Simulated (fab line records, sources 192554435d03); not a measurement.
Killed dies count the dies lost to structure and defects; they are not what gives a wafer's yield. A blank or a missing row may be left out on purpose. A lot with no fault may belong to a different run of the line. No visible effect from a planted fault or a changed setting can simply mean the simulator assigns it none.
Split-lot study    flow n5Finfet    on a route of 1938 steps: 7 lots, 21 wafers read

## ABOUT THE SPLIT
At N5_MOL_CONTACT_COAG_PECVD_31 (deposits SiO2 from TEOS/O2, target thk 46 nm, time 8.9 s), the setting timeS was moved away from the recipe's 8.9 s on 9 of the 21 wafers read, by -9.8% to +8.1%. For the rest of the wafers, this setting stayed at what the recipe calls for.

## FROM THE SPLIT TO THE READING: what the file shows between them, 9 steps
- N5_MOL_CONTACT_COAG_COAT_77: time 60 s, resist thk 10 nm (also split here: spinRpm)
- N5_MOL_CONTACT_COAG_COAT_78: resist thk 40 nm
- N5_MOL_CONTACT_COAG_EBR_80
- N5_MOL_CONTACT_COAG_DESCUM_88: chemistry O2, time 7 s
- N5_MOL_CONTACT_COAG_ETCH_89: etches underlayer in N2/H2, target depth 13 nm, time 10.4 s
- N5_MOL_CONTACT_COAG_ETCH_90: etches SiARC in CF4, target depth 13 nm, time 21.7 s
- N5_MOL_CONTACT_COAG_ALD_131: deposits SiO2, target thk 5 nm, pulse time 1 s, co reactant pulse time 1 s
- N5_MOL_CONTACT_COAG_ETCHBACK_135: etches SiO2 in CHF3, target depth 25 nm, time 16.7 s
- N5_MOL_CONTACT_COAG_STRIP_118: strips in CHF3

## THE READING
etch.depthNm (the simulator's own value, which no gauge read), in nm, at N5_MOL_CONTACT_COAG_VIA_ETCH_46 (etches SiO2 in C4F6/O2, target depth 46 nm, overetch 9.2 nm, time 40 s). There is no usual value for it anywhere in the file. The 12 wafers here that ran the recipe average 45.95 nm, standard deviation 0.57 nm.

wafer   tool, chamber at the split  timeS as run, s  against the recipe  etch.depthNm, nm  against lot-mates on the recipe
L078.3  pecvd-02, 0                 8.9              recipe              45.85             -
L078.4  pecvd-02, 0                 8.512            -4.4%               44.57             -1.70
L078.5  pecvd-02, 2                 8.9              recipe              46.69             -
L080.1  pecvd-04, 0                 8.9              recipe              45.92             -
L080.3  pecvd-04, 0                 8.9              recipe              46.53             -
L080.6  pecvd-04, 0                 8.9              recipe              46.16             -
L081.1  pecvd-04, 1                 8.9              recipe              45.52             -
L081.2  pecvd-04, 0                 8.9              recipe              45.9              -
L081.3  pecvd-04, 1                 8.9              recipe              46.3              -
L083.2  pecvd-03, 0,1               8.374            -5.9%               42.52             no lot-mate on the recipe
L083.3  pecvd-03, 0,1               8.374            -5.9%               42.69             no lot-mate on the recipe
L083.5  pecvd-03, 2                 8.374            -5.9%               43.43             no lot-mate on the recipe
L089.2  pecvd-04, 0                 8.9              recipe              45.68             -
L089.4  pecvd-04, 2                 9.426            +5.9%               48.54             +2.34
L089.6  pecvd-04, 0                 8.9              recipe              46.73             -
L090.2  pecvd-03, 2                 9.62             +8.1%               48.44             +3.82
L090.3  pecvd-03, 1                 8.9              recipe              44.62             -
L090.5  pecvd-03, 1                 9.62             +8.1%               49.23             +4.61
L096.2  pecvd-03, 1                 8.9              recipe              45.52             -
L096.3  pecvd-03, 2                 8.032            -9.8%               40.58             -4.94
L096.4  pecvd-03, 1                 8.032            -9.8%               42.09             -3.43
When a row names more than one chamber, that row covers several wafers, and the file does not tell which wafer ran in which chamber.

FIT RESULTS
A straight line over all 21 wafers: etch.depthNm changes by +0.437 nm for each +1% of timeS; r = +0.96; the points scatter about the line by 0.63 nm.
The same after taking each lot's own level away (the mean of its wafers on the recipe; 18 wafers): +0.456 nm for each +1%; r = +0.98; scatter 0.48 nm.
That fit puts the effect of the largest move of timeS on the reading at 4.5 nm.
The lots' own levels span 44.620 to 46.270 nm, that is 2.9 times the standard deviation above.
The two slopes agree, so the slope changes little with the lot-to-lot level.
Check: for one of the wafers moved furthest among these (-9.8%), held out of the fit, the line's prediction against its lot-mates is -4.12 nm. Against them it came out at -4.94 nm.

## FURTHER SPLITS ON THESE WAFERS
These wafers also went through other splits before the reading. Each is held against what the fit with the lots' levels taken away leaves over:
other split on the same wafers       wafers away from the commonest value  r with etch.depthNm (lot level and that fit taken away)
N5_GATE_CUT_DESCUM_18 timeS          5                                     -0.04
N5_GATE_CUT_CUT_ETCH_54 icpW         10                                    +0.09
N5_MOL_CONTACT_COAG_COAT_77 spinRpm  5                                     +0.10

## THE WHOLE CHAIN: every reading that the file lists as answering this split, in the file's order
step                             what it does                                                            reading                                                                                   change (the file's fit)                r (the file's)
N5_MOL_CONTACT_COAG_PECVD_31     deposits SiO2 from TEOS/O2, target thk 46 nm, time 8.9 s                SiO2_of_MOL_CONTACT_COAG_PECVD_31.thkNm (the simulator's own value, which no gauge read)  +0.453 nm for each +1% of the setting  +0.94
N5_MOL_CONTACT_COAG_VIA_ETCH_46  etches SiO2 in C4F6/O2, target depth 46 nm, overetch 9.2 nm, time 40 s  etch.depthNm (the simulator's own value, which no gauge read)                             +0.448 nm for each +1% of the setting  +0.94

## FILE'S OWN FIT
etch.depthNm changes by +0.448 nm for each +1% of timeS, r = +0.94.
